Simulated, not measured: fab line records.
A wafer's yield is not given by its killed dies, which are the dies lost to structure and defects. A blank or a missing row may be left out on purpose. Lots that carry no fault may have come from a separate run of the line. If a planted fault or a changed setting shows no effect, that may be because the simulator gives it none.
fab line records    flow n5-finfet    part 2 of 2: steps 18 to 27 of 27
record lots=5  wafers=15  last-day=18
route steps=1938 shown BEOL_M15@1813 PASS1_DEP@1831 MIM_BOT@1832 MIM_TOP@1834 MIM_TOP_LITHO@1839
lots untouched by any fault: they come from a run of this same line in which no faults occurred
start-h: start of the lot's first displayed wafer, in hours after the record's first day    wait-h: hours from the lot's prior step to this one    " identical to the entry in the row above    L1.1+2: one row covering several wafers at once    - value missing, or start not given    * or withheld: withheld    < > ~ a bound
route shown NAME@n: names a module that has steps shown in the file, with the first one's number in the route    usual: mean/standard deviation of fault-free wafers    same: alike in all rows    chamber/n: place in a boat    sites: readings site by site    _std_site: standard deviation of those values    _edge_site: outer sites' mean less inner sites'    radius-mm: for every site, how far away it sits from the centre of the wafer    mask NAME#n: copy n    behind: tool/chamber where the wafer was last shaped    hold: the reason the lot was held/the length of the hold in hours/how it ended    device: the n, p or np transistor that did not switch    end of line: tests of these same wafers at the route's end    for a step that has no rows: nothing shown but its recipe    killed: count of dies lost to structure and defects at first sort (not the wafer's yield)    map: per-die view of a wafer (x killed, . not killed, _ where there is no die)
set.NAME: the setting the step ran with; set.NAME@STEP: the setting that earlier step ran with    model.NAME: the simulator's own value behind a step, which no gauge read
lots at selected steps of the route; one table per step, one row per wafer
services: when a tool's chamber went out of use (start-h, in hours from the record's first day, below 0 if earlier), for how many hours, and the reason
## steps
# step N5_BEOL_M15_RC_MEAS_101
# usual COMB_M10=1.5e-11/3.1e-12  COMB_M10_max_site=2.1e-11/4.7e-12  COMB_M11=1.56e-11/2.9e-12  COMB_M12=7.3e-12/1.3e-12  COMB_M13=6e-12/1.1e-12  COMB_M14=4.7e-12/7.3e-13  COMB_M15=3.6e-12/5.5e-13  COMB_M5=3.6e-11/6.9e-12  COMB_M6=2.8e-11/5.6e-12  COMB_M7=2.6e-11/5.2e-12  COMB_M8=2.7e-11/4.9e-12  COMB_M9=1.44e-11/2.9e-12  SERP_M10=3.10/0.07  SERP_M11=3.10/0.068  SERP_M12=0.641/0.011  SERP_M13=0.309/0.0058  SERP_M13_max_site=0.313/0.0059  SERP_M14=0.1606/0.0025  SERP_M5=38.6/1.5  SERP_M6=13.9/0.47  SERP_M7=13.8/0.44  SERP_M8=13.9/0.4  SERP_M9=3.08/0.062
lot.wafer  tool       chamber  start-h  wait-h  COMB_M10[S/m]  COMB_M10_max_site[S/m]  COMB_M11[S/m]  COMB_M12[S/m]  COMB_M13[S/m]  COMB_M14[S/m]  COMB_M15[S/m]  COMB_M5[S/m]  COMB_M6[S/m]  COMB_M7[S/m]  COMB_M8[S/m]  COMB_M9[S/m]  SERP_M10[ohm/um]  SERP_M11[ohm/um]  SERP_M12[ohm/um]  SERP_M13[ohm/um]  SERP_M13_max_site[ohm/um]  SERP_M14[ohm/um]  SERP_M5[ohm/um]  SERP_M6[ohm/um]  SERP_M7[ohm/um]  SERP_M8[ohm/um]  SERP_M9[ohm/um]
L079.1     prober-01  0        331.62   0.0     1.9e-11        2.4e-11                 1.54e-11       7.5e-12        5.5e-12        4e-12          3e-12          4.8e-11       2.6e-11       2e-11         3.2e-11       1.38e-11      3.18              3.04              0.652             0.314             0.318                      0.1606            35.5             13.4             13.9             14.3             3.10
L079.2     "          0        "        "       1.6e-11        2.3e-11                 1.08e-11       6.1e-12        6.9e-12        3.6e-12        3e-12          3.2e-11       2.7e-11       1.9e-11       2.2e-11       1.24e-11      3.09              3.01              0.655             0.303             0.307                      0.1632            38.6             12.8             13.2             14.3             3.10
L079.4     "          0        "        "       1.8e-11        2.3e-11                 1.22e-11       6.9e-12        6e-12          3.8e-12        2.8e-12        4.1e-11       2.6e-11       3e-11         2.9e-11       1.5e-11       3.18              3.18              0.658             0.311             0.315                      0.1610            38.9             13.5             14.1             14.4             3.12
L080.1     prober-02  0        352.08   0.0     1.2e-11        1.4e-11                 1.34e-11       7.4e-12        7.7e-12        3.7e-12        4.2e-12        3.2e-11       2e-11         2.8e-11       1.9e-11       9.9e-12       3.17              2.98              0.633             0.314             0.315                      0.1596            37.3             13.8             14.0             13.6             3.13
L080.2     "          0        "        "       1.8e-11        2.7e-11                 1.43e-11       7.9e-12        7e-12          4.3e-12        3.5e-12        2.5e-11       1.8e-11       2.1e-11       3.6e-11       1.21e-11      3.11              3.15              0.644             0.313             0.316                      0.1611            36.7             13.5             13.9             14.0             3.10
L080.4     "          0        "        "       1.8e-11        2.5e-11                 1.58e-11       8.6e-12        8e-12          4.4e-12        3.3e-12        3.1e-11       2.3e-11       1.8e-11       2.5e-11       1.86e-11      3.16              3.08              0.640             0.305             0.306                      0.1624            39.4             13.4             13.7             14.5             3.15
L084.3     prober-02  0        354.91   0.3     2.2e-11        2.9e-11                 1.39e-11       6.5e-12        5.2e-12        5.4e-12        4.1e-12        3.5e-11       3.2e-11       2.7e-11       2.5e-11       1.49e-11      3.12              3.06              0.637             0.306             0.311                      0.1615            40.5             13.7             13.6             14.0             3.16
L084.5     "          0        "        "       1.5e-11        2.1e-11                 1.89e-11       7.1e-12        6.2e-12        6.3e-12        4.5e-12        3.1e-11       2.2e-11       2.5e-11       2e-11         1.24e-11      3.24              3.18              0.648             0.304             0.307                      0.1583            40.4             14.0             14.6             13.8             3.12
L084.6     "          0        "        "       1.7e-11        2.6e-11                 1.81e-11       5.4e-12        7.3e-12        6.1e-12        3.6e-12        3.7e-11       2.8e-11       2.4e-11       2.5e-11       1.39e-11      3.19              3.00              0.653             0.302             0.307                      0.1619            39.3             14.1             13.9             13.9             3.10
L093.2     prober-02  0        420.95   0.2     2.1e-11        2.5e-11                 1.25e-11       8.8e-12        6e-12          4e-12          3.8e-12        3.5e-11       2.8e-11       1.8e-11       2.4e-11       1.71e-11      3.13              3.01              0.645             0.317             0.319                      0.1604            37.2             15.0             13.5             14.2             3.17
L093.4     "          0        "        "       1.2e-11        1.5e-11                 1.49e-11       7.4e-12        5.8e-12        4e-12          3.7e-12        3.7e-11       2.8e-11       2.8e-11       3.1e-11       1.73e-11      3.10              3.06              0.649             0.315             0.320                      0.1597            37.8             14.3             13.9             14.4             3.11
L093.6     "          0        "        "       1.3e-11        1.8e-11                 1.61e-11       6.3e-12        7.3e-12        6.2e-12        3.9e-12        3.2e-11       2.2e-11       3.4e-11       2.5e-11       1.55e-11      3.06              3.02              0.638             0.309             0.313                      0.1612            39.3             14.2             13.9             14.1             3.07
L092.3     prober-01  0        421.30   0.3     1.4e-11        1.8e-11                 1.27e-11       8e-12          4.8e-12        4.8e-12        3.7e-12        3.6e-11       2.4e-11       2.1e-11       2.4e-11       9.6e-12       3.06              3.05              0.648             0.309             0.312                      0.1560            38.7             13.3             13.7             13.5             2.98
L092.4     "          0        "        "       1.4e-11        1.8e-11                 1.27e-11       6.2e-12        7.1e-12        4.5e-12        3.7e-12        2.8e-11       2.3e-11       3.1e-11       2.2e-11       1.07e-11      3.10              3.05              0.632             0.321             0.325                      0.1586            40.6             13.6             13.8             14.7             3.01
L092.6     "          0        "        "       1.1e-11        1.5e-11                 1.34e-11       8.3e-12        7.9e-12        5.5e-12        2.6e-12        3.3e-11       1.9e-11       2.7e-11       2.6e-11       9.3e-12       3.00              3.00              0.659             0.315             0.317                      0.1574            39.8             13.1             14.1             13.7             3.01
# step N5_PASSIVATION_PECVD_00
# recipe material=SiO2  target-thk-a=2000  temp-c=400  precursor=SiH4/N2O  pressure-torr=2.7  rf-w=608  time-s=11.2
# usual heater-power-outer-w=397/71  heater-power-w=689/94  showerhead-plenum-p-Torr=8.14/0.15  throttle-valve-pct=52.2/3
lot.wafer  tool      chamber  start-h  wait-h  heater-power-outer-w  heater-power-w  showerhead-plenum-p-Torr  throttle-valve-pct
L079.1     pecvd-03  0        332.59   0.8     420                   686             8.22                      53.3
L079.2     "         2        "        "       457                   768             8.02                      46.5
L079.4     "         2        "        "       470                   733             8.06                      46.5
L080.1     pecvd-03  0        353.05   0.8     419                   693             8.19                      53.3
L080.2     "         1        "        "       455                   756             8.01                      53.1
L080.4     "         0        "        "       433                   710             8.22                      52.9
L084.3     pecvd-04  1        355.56   0.5     403                   696             8.22                      57.2
L084.5     "         0        "        "       342                   627             8.49                      52.3
L084.6     "         1        "        "       403                   723             8.21                      57.5
L093.2     pecvd-01  0        421.75   0.7     359                   672             8.12                      54.4
L093.4     "         2        "        "       476                   850             8.07                      52.8
L093.6     "         0        "        "       377                   643             8.08                      54.3
L092.3     pecvd-03  2        421.95   0.5     476                   748             8.03                      46.9
L092.4     "         0        "        "       415                   667             8.21                      53.4
L092.6     "         1        "        "       495                   813             8.02                      53.6
# step N5_MIM_BOT_DEGAS_01
# recipe ambient=vacuum  temp-c=300  time-s=60
# usual heater-power-w=469/52
lot.wafer  tool            chamber  start-h  wait-h  heater-power-w
L079.1     pvd-sputter-02  -        335.39   2.8     492
L079.2     "               -        "        "       446
L079.4     "               -        "        "       524
L080.1     pvd-sputter-03  -        353.77   0.7     402
L080.2     "               -        "        "       459
L080.4     "               -        "        "       388
L084.3     pvd-sputter-02  -        357.12   1.5     540
L084.5     "               -        "        "       532
L084.6     "               -        "        "       443
L093.2     pvd-sputter-02  -        422.69   0.9     504
L093.4     "               -        "        "       530
L093.6     "               -        "        "       528
L092.3     pvd-sputter-03  -        422.81   0.8     389
L092.4     "               -        "        "       405
L092.6     "               -        "        "       416
# step N5_MIM_BOT_SPUTTER_00
# recipe material=TiN  target-thk-a=350  temp-c=200  power-w=3000  chamber-pressure-pa=0.49996  gas=Ar  reactive-partial-pa=0.37997  time-s=89.7
# usual substrate-temp-c=200.02/0.17  throttle-valve-pct=29.6/1
lot.wafer  tool            chamber  start-h  wait-h  substrate-temp-c  throttle-valve-pct
L079.1     pvd-sputter-02  -        335.43   0.0     200.16            28.8
L079.2     "               -        "        "       200.10            31.2
L079.4     "               -        "        "       199.98            29.7
L080.1     pvd-sputter-03  -        353.81   0.0     199.93            30.6
L080.2     "               -        "        "       200.20            28.9
L080.4     "               -        "        "       199.71            29.4
L084.3     pvd-sputter-02  -        357.16   0.0     199.93            30.4
L084.5     "               -        "        "       199.79            30.2
L084.6     "               -        "        "       199.79            31.1
L093.2     pvd-sputter-02  -        422.73   0.0     200.11            28.5
L093.4     "               -        "        "       200.43            29.8
L093.6     "               -        "        "       200.18            30.5
L092.3     pvd-sputter-03  -        422.85   0.0     199.54            30.4
L092.4     "               -        "        "       199.92            29.3
L092.6     "               -        "        "       200.12            28.0
# step N5_MIM_TOP_ALD_00
# recipe material=Al2O3  target-thk-a=*  temp-c=withheld  ald-precursor-family=TMA  ald-co-reactant=O3  pulse-time-s=withheld  purge-time-s=3  co-reactant-purge-time-s=withheld  co-reactant-pulse-time-s=3  ald-cycles=withheld
# usual precursor-pulse-height-rel=1.003/0.021
lot.wafer  tool       chamber  start-h  wait-h  precursor-pulse-height-rel
L079.1     ald-hk-02  1        335.55   0.1     0.994
L079.2     "          3        "        "       1.018
L079.4     "          2        "        "       0.982
L080.1     ald-hk-01  0        353.91   0.1     1.002
L080.2     "          1        "        "       0.985
L080.4     "          2        "        "       1.007
L084.3     ald-hk-02  2        357.26   0.1     1.015
L084.5     "          1        "        "       1.001
L084.6     "          2        "        "       1.036
L093.2     ald-hk-01  1        422.83   0.1     1.001
L093.4     "          3        "        "       1.017
L093.6     "          2        "        "       1.019
L092.3     ald-hk-02  2        422.95   0.1     1.003
L092.4     "          1        "        "       1.011
L092.6     "          3        "        "       0.995
# step N5_MIM_TOP_ALD_01
# recipe material=HfO2  target-thk-a=56  temp-c=withheld  ald-precursor-family=Hf-amide  ald-co-reactant=O3  pulse-time-s=1  purge-time-s=3  co-reactant-purge-time-s=2  co-reactant-pulse-time-s=3  ald-cycles=62
# usual precursor-pulse-height-rel=1.003/0.02
# same ald-cycles=62  co-reactant-purge-time-s=2
lot.wafer  tool       chamber  start-h  wait-h  precursor-pulse-height-rel
L079.1     ald-hk-02  1        -        -       1.013
L079.2     "          3        "        "       0.970
L079.4     "          2        "        "       0.975
L080.1     ald-hk-01  0        -        -       0.994
L080.2     "          1        "        "       1.029
L080.4     "          2        "        "       1.020
L084.3     ald-hk-02  2        -        -       1.006
L084.5     "          1        "        "       1.016
L084.6     "          2        "        "       1.034
L093.2     ald-hk-01  1        -        -       0.977
L093.4     "          3        "        "       0.998
L093.6     "          2        "        "       1.034
L092.3     ald-hk-02  2        -        -       0.997
L092.4     "          1        "        "       1.013
L092.6     "          3        "        "       1.003
# step N5_MIM_TOP_ALD_02
# recipe material=Al2O3  target-thk-a=*  temp-c=withheld  ald-precursor-family=TMA  ald-co-reactant=O3  pulse-time-s=withheld  purge-time-s=3  co-reactant-purge-time-s=withheld  co-reactant-pulse-time-s=3  ald-cycles=withheld
# usual precursor-pulse-height-rel=1.000/0.019
lot.wafer  tool       chamber  start-h  wait-h  precursor-pulse-height-rel
L079.1     ald-hk-02  1        -        -       0.991
L079.2     "          3        "        "       0.988
L079.4     "          2        "        "       1.027
L080.1     ald-hk-01  0        -        -       1.026
L080.2     "          1        "        "       0.995
L080.4     "          2        "        "       1.015
L084.3     ald-hk-02  2        -        -       1.023
L084.5     "          1        "        "       0.985
L084.6     "          2        "        "       1.016
L093.2     ald-hk-01  1        -        -       1.001
L093.4     "          3        "        "       0.998
L093.6     "          2        "        "       1.027
L092.3     ald-hk-02  2        -        -       1.027
L092.4     "          1        "        "       0.994
L092.6     "          3        "        "       1.003
# step N5_MIM_TOP_DEGAS_04
# recipe ambient=vacuum  temp-c=300  time-s=60
# usual heater-power-w=475/54
lot.wafer  tool            chamber  start-h  wait-h  heater-power-w
L079.1     pvd-sputter-02  -        336.27   -       510
L079.2     "               -        "        "       451
L079.4     "               -        "        "       537
L080.1     pvd-sputter-03  -        354.38   -       404
L080.2     "               -        "        "       471
L080.4     "               -        "        "       427
L084.3     pvd-sputter-03  -        358.22   -       469
L084.5     "               -        "        "       427
L084.6     "               -        "        "       466
L093.2     pvd-sputter-03  -        423.89   -       416
L093.4     "               -        "        "       481
L093.6     "               -        "        "       410
L092.3     pvd-sputter-03  -        424.01   -       399
L092.4     "               -        "        "       423
L092.6     "               -        "        "       435
# step N5_MIM_TOP_SPUTTER_03
# recipe material=TiN  target-thk-a=350  temp-c=200  power-w=3000  chamber-pressure-pa=0.49996  gas=Ar  reactive-partial-pa=0.37997  time-s=89.7
# usual substrate-temp-c=200.01/0.17  throttle-valve-pct=29.6/1.1
lot.wafer  tool            chamber  start-h  wait-h  substrate-temp-c  throttle-valve-pct
L079.1     pvd-sputter-02  -        336.31   0.0     200.02            28.7
L079.2     "               -        "        "       199.91            31.2
L079.4     "               -        "        "       200.09            29.6
L080.1     pvd-sputter-03  -        354.42   0.0     200.10            30.6
L080.2     "               -        "        "       200.28            28.9
L080.4     "               -        "        "       200.34            28.0
L084.3     pvd-sputter-03  -        358.26   0.0     199.83            28.9
L084.5     "               -        "        "       199.88            27.9
L084.6     "               -        "        "       200.06            29.1
L093.2     pvd-sputter-03  -        423.93   0.0     199.63            28.0
L093.4     "               -        "        "       199.97            28.8
L093.6     "               -        "        "       199.75            30.4
L092.3     pvd-sputter-03  -        424.05   0.0     200.25            29.2
L092.4     "               -        "        "       199.51            28.0
L092.6     "               -        "        "       199.85            28.1
# step N5_MIM_TOP_LITHO_HMDS_01
# recipe time-s=60  temp-c=120
lot.wafer   tool            chamber  start-h  wait-h
L079.1+2+4  litho-track-04  0        336.42   0.1
L080.1+2+4  litho-track-04  0        354.53   0.1
L084.3+5+6  litho-track-02  0        358.37   0.1
L093.2+4+6  litho-track-02  0        424.03   0.1
L092.3+4+6  litho-track-05  0        424.15   0.1
## services
tool           chamber  start-h  hours  kind
pecvd-04       -        310.65   2.8    pm
cmp-02         -        312.09   4.0    pm
rie-diel-05    3        315.21   3.1    repair
rie-diel-02    2        322.19   4.5    repair
ald-hk-01      -        323.36   0.6    repair
ecd-cu-02      -        324.77   1.0    repair
rie-diel-05    -        329.22   0.3    repair
rie-diel-02    -        332.96   1.8    repair
wet-bench-06   -        338.64   0.6    repair
pecvd-02       -        345.51   2.8    pm
rie-diel-02    0        350.85   2.9    repair
ald-hk-02      -        352.36   2.8    pm
cmp-02         -        358.42   7.3    pm
ecd-cu-02      -        358.49   7.2    pm
pecvd-03       -        362.37   1.5    repair
rie-diel-02    -        368.45   4.3    pm
rtp-anneal-01  -        377.49   4.6    pm
rie-diel-05    3        381.29   7.0    repair
cmp-02         -        385.38   0.5    repair
pecvd-03       2        387.41   5.1    repair
pecvd-04       -        401.74   1.5    repair
rie-diel-02    -        412.46   0.3    repair
pecvd-04       -        420.68   0.7    repair
cmp-02         -        423.25   2.1    repair
